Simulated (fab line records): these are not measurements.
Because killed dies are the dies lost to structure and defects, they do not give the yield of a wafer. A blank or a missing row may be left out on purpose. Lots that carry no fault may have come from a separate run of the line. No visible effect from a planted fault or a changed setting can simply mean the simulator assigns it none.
fab line records	flow nandHarc	part 1 of 2: steps 1 to 4 of 6
record: lots: 23	wafers: 69	lastDay: 34
route steps=1302 shown A_STAIRCASE@653
lots untouched by any fault: they come from a run of this same line in which no faults occurred
startH: hours from the record's opening day to when the first of the lot's shown wafers began	waitH: how many hours have passed since the lot's step before this one	" the same as in the row above	L1.1+2: one row covering several wafers at once	- either no value or no given start	* or withheld: withheld	< > ~ a bound
route shown NAME@n: NAME is a module with steps in the file, n the number in the route of the first one	usual: average and standard deviation across the fault-free wafers	same: alike in all rows	chamber/n: place in a boat	sites: readings site by site	_std_site: standard deviation across them	_edge_site: outer sites' mean less inner sites'	radiusMm: how far each site lies from the wafer's centre	mask NAME#n: copy n	behind: the most recent tool/chamber to have shaped the wafer	hold: what put the lot on hold/how long, in hours/how the hold closed	device: transistor that didn't switch, given as n, p or np	end of line: at the end of the route, the tests of the same wafers	a step without rows: its recipe alone	killed: dies lost to structure and defects at the first sort, not the wafer's yield	map: a wafer's dies, x killed, . not, _ none there
set.NAME: the run value of the setting; set.NAME@STEP: its run value at that earlier step	model.NAME: the simulator's own value behind a step, which no gauge read
steps of the route over a sample of lots; a table a step, a row a wafer
services: the hour from which a tool's chamber was out of use, counted from the record's first day as startH (under 0 if before that day), plus the number of hours and why
== steps ==
step: NHARC_A_STAIRCASE_STRIP_171
recipe: powerW: 1500	tempC: 250	chemistry: O2
usual: drypumpMotorCurrentA: 6.03/0.13	heaterPowerW: 329/34
lot.wafer	tool	chamber	startH	waitH	drypumpMotorCurrentA	heaterPowerW	rfHoursCounterH
L075.3	plasmaAsher-02	1	353.03	-	6.10	348	-
L075.6	"	1	"	"	6.09	345	-
L075.5	"	0	"	"	5.79	272	-
L074.1	plasmaAsher-02	0	353.42	-	5.79	270	17
L074.4	"	1	"	"	6.11	356	-
L074.6	"	1	"	"	6.09	350	-
L077.2	plasmaAsher-02	1	395.61	-	6.14	335	24
L077.3	"	0	"	"	5.83	272	-
L077.5	"	0	"	"	5.81	271	-
L078.4	plasmaAsher-01	1	395.63	-	6.13	352	-
L078.5	"	0	"	"	6.07	345	-
L078.6	"	1	"	"	6.11	351	-
L079.2	plasmaAsher-02	0	413.73	-	5.81	266	29
L079.1	"	1	"	"	6.14	346	29
L079.4	"	0	"	"	5.80	275	-
L080.1	plasmaAsher-01	0	414.20	-	6.08	335	11
L080.3	"	1	"	"	6.13	349	-
L080.5	"	0	"	"	6.07	338	-
L081.2	plasmaAsher-02	0	422.32	-	5.81	271	31
L081.1	"	1	"	"	6.14	349	31
L081.3	"	0	"	"	5.80	274	-
L082.1	plasmaAsher-02	1	432.73	-	6.14	342	33
L082.3	"	1	"	"	6.10	334	-
L082.5	"	0	"	"	5.80	272	-
L086.2	plasmaAsher-01	0	455.62	-	6.07	348	18
L086.6	"	1	"	"	6.11	354	-
L086.5	"	0	"	"	6.05	345	-
L083.2	plasmaAsher-02	1	457.29	-	6.14	356	0
L083.6	"	1	"	"	6.13	359	-
L083.5	"	0	"	"	5.80	269	-
L084.4	plasmaAsher-01	0	457.61	-	6.07	340	-
L084.3	"	1	"	"	6.12	354	-
L084.5	"	1	"	"	6.14	346	-
L085.4	plasmaAsher-02	0	465.94	-	5.82	273	-
L085.3	"	1	"	"	6.12	362	-
L085.5	"	0	"	"	5.82	279	-
L087.2	plasmaAsher-01	1	478.00	-	6.14	336	25
L087.1	"	0	"	"	6.07	337	25
L087.4	"	1	"	"	6.10	353	-
L088.3	plasmaAsher-01	0	493.62	-	6.06	337	-
L088.4	"	1	"	"	6.13	346	-
L088.6	"	1	"	"	6.11	349	-
L089.2	plasmaAsher-02	1	493.70	-	6.13	353	11
L089.3	"	1	"	"	6.13	369	-
L089.6	"	1	"	"	6.12	350	-
L090.2	plasmaAsher-01	0	506.91	-	6.05	343	30
L090.1	"	1	"	"	6.11	357	30
L090.3	"	1	"	"	6.13	346	-
L091.1	plasmaAsher-02	0	522.93	-	5.82	272	15
L091.2	"	1	"	"	6.13	356	15
L091.3	"	0	"	"	5.80	273	-
L092.2	plasmaAsher-02	1	523.21	-	6.15	361	15
L092.1	"	0	"	"	5.81	274	15
L092.5	"	1	"	"	6.13	353	-
L093.2	plasmaAsher-01	0	541.15	-	6.08	346	3
L093.1	"	1	"	"	6.10	337	3
L093.5	"	1	"	"	6.11	346	-
L095.1	plasmaAsher-02	0	561.08	-	5.81	275	22
L095.2	"	1	"	"	6.09	355	22
L095.3	"	0	"	"	5.80	271	-
L094.1	plasmaAsher-01	1	561.48	-	6.13	344	5
L094.3	"	1	"	"	6.12	344	-
L094.5	"	0	"	"	6.09	353	-
L096.1	plasmaAsher-01	1	570.05	-	6.10	344	7
L096.4	"	0	"	"	6.06	363	-
L096.3	"	1	"	"	6.12	349	-
L097.2	plasmaAsher-01	1	581.30	-	6.13	338	10
L097.6	"	0	"	"	6.07	362	-
L097.5	"	1	"	"	6.11	341	-
step: NHARC_A_STAIRCASE_TRIM_14
recipe: timeS: 211.2	o2FlowSccm: 500	arFlowSccm: 0	biasW: 0	chemistry: O2
usual: drypumpMotorCurrentA: 5.6/0.37	oesProductAu: 1.000/0.014	rfVppV: 57.8/0.97	showerheadPlenumPTorr: 3.54/0.19	throttleValvePct: 17.035/0.0087
lot.wafer	tool	chamber	startH	waitH	drypumpMotorCurrentA	oesProductAu	rfHoursCounterH	rfVppV	showerheadPlenumPTorr	throttleValvePct
L075.3	rieDiel-04	0	-	-	5.5	0.984	60	55.8	3.27	17.046
L075.5	"	3	"	"	5.2	1.017	-	57.4	3.32	17.041
L075.6	"	0	"	"	5.5	0.988	-	57.5	3.27	17.033
L074.1	rieDiel-11	1	-	-	6.2	1.015	30	57.6	3.44	17.045
L074.4	"	3	"	"	5.2	0.979	29	57.8	3.61	17.043
L074.6	"	1	"	"	6.2	1.011	-	57.0	3.44	17.042
L078.4	rieDiel-11	0	-	-	5.5	1.015	36	56.7	3.32	17.023
L078.5	"	0	"	"	5.5	1.016	-	57.1	3.32	17.038
L078.6	"	1	"	"	6.2	1.021	-	55.9	3.43	17.041
L077.2	rieDiel-04	3	-	-	5.2	0.999	9	57.9	3.32	17.030
L077.3	"	2	"	"	5.4	0.985	8	58.4	3.51	17.038
L077.5	"	2	"	"	5.4	0.992	-	58.2	3.51	17.025
L079.4	rieDiel-11	1	-	-	6.2	1.017	49	58.5	3.43	17.049
L079.2	"	2	"	"	5.7	0.996	50	57.1	3.39	17.044
L079.1	"	0	"	"	5.5	0.993	44	58.1	3.31	17.031
L080.1	rieDiel-03	2	-	-	6.1	0.998	38	57.7	3.28	17.033
L080.3	"	0	"	"	5.6	0.997	44	58.1	3.75	17.035
L080.5	"	1	"	"	5.2	0.989	-	58.2	3.43	17.033
L081.1	rieDiel-04	2	-	-	5.5	0.992	19	56.9	3.50	17.030
L081.3	"	3	"	"	5.2	0.992	20	58.3	3.31	17.049
L081.2	"	0	"	"	5.5	0.998	8	57.2	3.80	17.016
L082.3	rieDiel-03	0	-	-	5.6	0.995	49	57.5	3.75	17.030
L082.1	"	2	"	"	6.1	1.002	44	55.9	3.28	17.027
L082.5	"	0	"	"	5.6	0.994	-	58.6	3.75	17.034
L086.2	rieDiel-03	2	-	-	6.1	1.008	55	58.0	3.27	17.030
L086.6	"	1	"	"	5.3	0.999	-	56.6	3.42	17.038
L086.5	"	2	"	"	6.1	1.002	-	57.6	3.27	17.043
L083.2	rieDiel-11	2	-	-	5.7	1.006	4	57.3	3.38	17.030
L083.6	"	3	"	"	5.1	1.000	-	58.4	3.60	17.031
L083.5	"	0	"	"	5.5	0.988	-	57.6	3.31	17.023
L084.4	rieDiel-11	0	-	-	5.5	0.974	4	57.9	3.31	17.039
L084.3	"	1	"	"	6.2	1.012	4	58.4	3.42	17.028
L084.5	"	2	"	"	5.7	1.002	-	57.0	3.38	17.022
L085.4	rieDiel-04	3	-	-	5.2	1.018	38	56.4	3.30	17.028
L085.3	"	0	"	"	5.5	0.992	26	58.6	3.79	17.022
L085.5	"	1	"	"	6.0	0.980	-	58.1	3.75	17.034
L087.1	rieDiel-04	2	-	-	5.4	0.986	39	57.8	3.49	17.034
L087.4	"	3	"	"	5.2	1.032	45	56.9	3.30	17.033
L087.2	"	1	"	"	6.0	0.981	38	58.4	3.75	17.051
L088.4	rieDiel-04	3	-	-	5.2	1.031	48	57.1	3.30	17.046
L088.3	"	1	"	"	6.0	0.988	43	58.1	3.75	17.026
L088.6	"	0	"	"	5.5	0.994	-	58.6	3.79	17.036
L089.3	rieDiel-03	0	-	-	5.6	1.009	8	57.7	3.74	17.029
L089.2	"	2	"	"	6.1	1.043	13	59.9	3.80	17.027
L089.6	"	1	"	"	5.3	1.005	-	57.4	3.41	17.038
L090.2	rieDiel-04	3	-	-	5.2	1.014	53	58.0	3.29	17.019
L090.3	"	0	"	"	5.5	0.988	42	58.5	3.78	17.030
L090.1	"	2	"	"	5.5	1.001	47	58.5	3.49	17.032
L091.2	rieDiel-11	3	-	-	5.2	1.001	23	57.6	3.59	17.036
L091.3	"	0	"	"	5.5	1.009	24	58.4	3.30	17.025
L091.1	"	1	"	"	6.2	1.016	26	57.0	3.41	17.029
L092.1	rieDiel-04	3	-	-	5.2	1.024	58	57.7	3.29	17.048
L092.2	"	2	"	"	5.4	1.002	52	57.4	3.49	17.037
L092.5	"	3	"	"	5.2	1.029	-	57.4	3.29	17.037
L093.1	rieDiel-03	3	-	-	6.3	1.006	22	58.1	3.61	17.040
L093.2	"	2	"	"	6.1	1.023	27	58.4	3.79	17.035
L093.5	"	3	"	"	6.3	1.003	-	57.7	3.61	17.035
L095.1	rieDiel-04	3	-	-	5.2	0.990	4	58.3	3.81	17.042
L095.2	"	0	"	"	5.5	0.989	3	57.9	3.78	17.035
L095.3	"	2	"	"	5.4	1.012	4	57.7	3.48	17.046
L094.1	rieDiel-03	0	-	-	5.7	1.008	26	56.8	3.73	17.034
L094.3	"	1	"	"	5.2	0.993	32	58.1	3.40	17.039
L094.5	"	2	"	"	6.1	1.013	-	57.0	3.79	17.030
L096.4	rieDiel-04	0	-	-	5.5	0.992	6	59.2	3.77	17.041
L096.3	"	1	"	"	6.0	0.976	5	60.2	3.74	17.039
L096.1	"	2	"	"	5.5	1.013	6	58.2	3.48	17.031
L097.2	rieDiel-04	3	-	-	5.2	0.996	11	59.7	3.80	17.034
L097.6	"	2	"	"	5.4	1.009	-	57.1	3.48	17.031
L097.5	"	3	"	"	5.2	0.993	-	58.8	3.80	17.038
step: NHARC_A_STAIRCASE_DESCUM_186
recipe: timeS: 3	o2FlowSccm: 200	arFlowSccm: 0	biasPowerW: 0	chemistry: O2
usual: drypumpMotorCurrentA: 5.6/0.37	oesProductAu: 0.999/0.013	rfVppV: 57.8/0.83	showerheadPlenumPTorr: 1.90/0.1	throttleValvePct: 11.312/0.008
lot.wafer	tool	chamber	startH	waitH	drypumpMotorCurrentA	oesProductAu	rfHoursCounterH	rfVppV	showerheadPlenumPTorr	throttleValvePct
L075.3	rieDiel-04	2	358.24	-	5.4	1.016	53	57.7	1.91	11.306
L075.6	"	1	"	"	6.0	1.008	-	58.3	2.06	11.311
L075.5	"	2	"	"	5.4	1.020	-	58.3	1.91	11.316
L074.4	rieDiel-03	0	359.06	-	5.6	0.988	22	58.9	2.05	11.304
L074.1	"	2	"	"	6.1	1.005	22	58.8	1.77	11.324
L074.6	"	3	"	"	6.3	1.000	-	57.7	1.98	11.306
L078.4	rieDiel-04	1	400.96	-	6.0	0.978	-	58.5	2.05	11.317
L078.6	"	2	"	"	5.4	0.992	-	58.9	1.90	11.305
L078.5	"	3	"	"	5.2	0.993	-	55.9	1.79	11.317
L077.2	rieDiel-03	0	401.08	-	5.6	1.007	39	57.4	2.05	11.309
L077.3	"	2	"	"	6.1	1.020	35	57.7	1.77	11.308
L077.5	"	1	"	"	5.2	0.986	-	57.5	1.86	11.321
L079.1	rieDiel-04	3	419.02	-	5.2	1.010	18	58.5	1.79	11.315
L079.2	"	2	"	"	5.4	1.005	17	58.1	1.90	11.314
L079.4	"	2	"	"	5.4	1.001	-	58.5	1.90	11.314
L080.3	rieDiel-11	0	419.62	-	5.5	0.988	45	57.4	1.79	11.309
L080.1	"	1	"	"	6.2	1.010	50	57.9	1.85	11.316
L080.5	"	0	"	"	5.5	0.990	-	58.0	1.79	11.323
L081.2	rieDiel-11	3	427.84	-	5.2	0.977	52	59.6	1.96	11.305
L081.1	"	0	"	"	5.5	1.003	48	58.1	1.79	11.321
L081.3	"	1	"	"	6.2	1.012	53	58.2	1.85	11.323
L082.3	rieDiel-04	3	437.90	-	5.2	0.986	25	56.5	1.79	11.325
L082.1	"	1	"	"	6.0	0.984	21	59.3	2.05	11.300
L082.5	"	2	"	"	5.4	0.980	-	57.4	1.90	11.307
L086.2	rieDiel-11	3	460.66	-	5.2	0.995	4	57.5	1.95	11.312
L086.6	"	2	"	"	5.7	0.993	-	55.6	1.83	11.324
L086.5	"	3	"	"	5.2	0.997	-	57.1	1.95	11.302
L083.2	rieDiel-04	0	462.57	-	5.5	0.983	24	58.2	2.07	11.305
L083.6	"	1	"	"	6.0	0.975	-	58.7	2.05	11.311
L083.5	"	2	"	"	5.4	0.996	-	57.3	1.89	11.303
L084.3	rieDiel-11	1	463.59	-	6.2	1.012	6	57.6	1.85	11.328
L084.4	"	2	"	"	5.7	1.004	6	59.0	1.83	11.327
L084.5	"	3	"	"	5.2	1.003	-	58.9	1.95	11.323
L085.4	rieDiel-11	0	474.63	-	5.5	0.985	9	58.0	1.78	11.316
L085.3	"	1	"	"	6.2	1.012	10	58.8	1.85	11.317
L085.5	"	0	"	"	5.5	0.991	-	57.2	1.78	11.293
L087.1	rieDiel-03	2	483.21	-	6.1	1.030	8	57.5	2.07	11.302
L087.4	"	3	"	"	6.3	0.995	5	56.0	1.97	11.316
L087.2	"	1	"	"	5.2	1.000	8	57.6	1.85	11.318
L088.3	rieDiel-11	2	498.60	-	5.7	0.990	18	56.5	1.83	11.296
L088.4	"	1	"	"	6.2	1.031	17	58.9	1.85	11.309
L088.6	"	3	"	"	5.2	1.011	-	57.5	1.95	11.321
L089.2	rieDiel-03	0	498.89	-	5.6	1.007	9	59.1	2.04	11.313
L089.3	"	2	"	"	6.1	1.021	13	58.0	2.07	11.312
L089.6	"	0	"	"	5.7	1.003	-	57.7	2.04	11.294
L090.3	rieDiel-11	2	512.10	-	5.6	0.996	22	56.4	1.82	11.304
L090.1	"	0	"	"	5.5	1.001	22	58.2	1.78	11.305
L090.2	"	1	"	"	6.2	1.019	23	58.0	1.84	11.312
L091.3	rieDiel-04	2	528.00	-	5.4	0.998	52	57.2	1.89	11.308
L091.1	"	0	"	"	5.5	0.993	48	57.0	2.06	11.306
L091.2	"	1	"	"	6.0	0.980	53	57.2	2.04	11.320
L092.2	rieDiel-11	1	528.43	-	6.2	1.012	27	59.3	1.84	11.318
L092.1	"	2	"	"	5.6	0.989	26	57.7	1.82	11.312
L092.5	"	0	"	"	5.5	1.005	-	57.3	1.78	11.319
L093.2	rieDiel-03	2	546.44	-	6.1	1.013	28	58.0	2.07	11.315
L093.1	"	0	"	"	5.6	1.021	21	58.2	2.03	11.324
L093.5	"	2	"	"	6.1	1.012	-	58.5	2.07	11.307
L095.3	rieDiel-11	3	566.25	-	5.2	0.999	41	58.4	1.94	11.301
L095.1	"	0	"	"	5.5	0.970	37	56.5	1.77	11.312
L095.2	"	2	"	"	5.6	0.986	44	57.6	1.82	11.317
L094.1	rieDiel-03	1	566.65	-	5.2	0.998	32	57.8	1.84	11.305
L094.3	"	0	"	"	5.7	1.001	27	57.3	2.03	11.313
L094.5	"	1	"	"	5.3	0.994	-	57.2	1.84	11.312
L096.3	rieDiel-04	2	575.28	-	5.4	1.009	6	57.1	1.89	11.320
L096.1	"	0	"	"	5.5	0.992	7	58.3	2.06	11.317
L096.4	"	1	"	"	6.0	0.970	6	58.2	2.03	11.306
L097.2	rieDiel-11	3	586.46	-	5.2	0.995	47	57.7	1.94	11.313
L097.5	"	1	"	"	6.2	1.013	-	58.4	1.84	11.315
L097.6	"	2	"	"	5.6	0.987	-	57.4	1.81	11.313
step: NHARC_A_STAIRCASE_STRIP_205
recipe: powerW: 1500	tempC: 250	chemistry: O2
usual: drypumpMotorCurrentA: 6.03/0.13	heaterPowerW: 329/34
lot.wafer	tool	chamber	startH	waitH	drypumpMotorCurrentA	heaterPowerW	rfHoursCounterH
L075.3	plasmaAsher-01	1	360.93	0.2	6.12	347	-
L075.5	"	0	"	"	6.07	338	-
L075.6	"	1	"	"	6.12	350	-
L074.1	plasmaAsher-01	1	361.67	0.1	6.13	353	2
L074.4	"	1	"	"	6.12	357	-
L074.6	"	0	"	"	6.06	346	-
L077.2	plasmaAsher-02	0	403.78	0.1	5.80	266	26
L077.3	"	1	"	"	6.14	346	-
L077.5	"	1	"	"	6.08	358	-
L078.4	plasmaAsher-02	0	404.50	0.2	5.81	278	-
L078.6	"	1	"	"	6.15	343	-
L078.5	"	0	"	"	5.78	272	-
L079.2	plasmaAsher-02	0	422.04	0.1	5.81	264	31
L079.1	"	1	"	"	6.09	346	31
L079.4	"	0	"	"	5.82	270	-
L080.1	plasmaAsher-01	1	422.52	0.4	6.13	353	13
L080.3	"	1	"	"	6.11	352	-
L080.5	"	0	"	"	6.09	343	-
L081.1	plasmaAsher-01	0	430.01	0.1	6.05	342	14
L081.2	"	1	"	"	6.12	350	14
L081.3	"	1	"	"	6.12	353	-
L082.1	plasmaAsher-02	1	444.10	0.1	6.09	351	35
L082.3	"	1	"	"	6.13	353	-
L082.5	"	1	"	"	6.09	337	-
L086.2	plasmaAsher-01	1	462.92	0.1	6.13	357	20
L086.6	"	1	"	"	6.11	339	-
L086.5	"	0	"	"	6.09	343	-
L083.2	plasmaAsher-02	0	464.86	0.1	5.78	272	2
L083.6	"	1	"	"	6.13	360	-
L083.5	"	0	"	"	5.80	270	-
L084.3	plasmaAsher-01	1	465.86	0.2	6.11	361	-
L084.4	"	0	"	"	6.07	348	-
L084.5	"	1	"	"	6.11	356	-
L085.3	plasmaAsher-02	0	476.90	0.2	5.80	269	-
L085.4	"	1	"	"	6.13	353	-
L085.5	"	1	"	"	6.15	367	-
L087.1	plasmaAsher-02	1	485.37	0.1	6.11	344	8
L087.2	"	0	"	"	5.84	270	8
L087.4	"	1	"	"	6.08	357	-
L088.4	plasmaAsher-01	1	500.86	0.2	6.12	344	-
L088.3	"	0	"	"	6.09	335	-
L088.6	"	1	"	"	6.13	349	-
L089.2	plasmaAsher-02	0	501.11	0.1	5.81	268	11
L089.3	"	0	"	"	5.80	275	-
L089.6	"	0	"	"	5.83	272	-
L090.1	plasmaAsher-01	0	514.49	0.3	6.09	341	33
L090.2	"	1	"	"	6.11	347	33
L090.3	"	0	"	"	6.07	328	-
L091.1	plasmaAsher-02	0	530.16	0.1	5.82	275	16
L091.2	"	1	"	"	6.13	363	16
L091.3	"	1	"	"	6.10	352	-
L092.2	plasmaAsher-01	0	533.45	0.1	6.08	355	0
L092.1	"	1	"	"	6.13	338	0
L092.5	"	1	"	"	6.12	340	-
L093.2	plasmaAsher-01	0	548.79	0.1	6.06	352	3
L093.1	"	1	"	"	6.11	344	3
L093.5	"	1	"	"	6.12	336	-
L095.1	plasmaAsher-01	1	568.41	0.1	6.12	337	6
L095.2	"	0	"	"	6.09	357	6
L095.3	"	1	"	"	6.12	348	-
L094.1	plasmaAsher-02	1	569.29	0.1	6.15	368	24
L094.3	"	1	"	"	6.10	357	-
L094.5	"	0	"	"	5.81	273	-
L096.1	plasmaAsher-01	0	577.73	0.1	6.10	354	9
L096.3	"	0	"	"	6.10	355	-
L096.4	"	1	"	"	6.13	335	-
L097.2	plasmaAsher-02	0	588.88	0.1	5.81	270	31
L097.6	"	1	"	"	6.14	361	-
L097.5	"	0	"	"	5.82	271	-
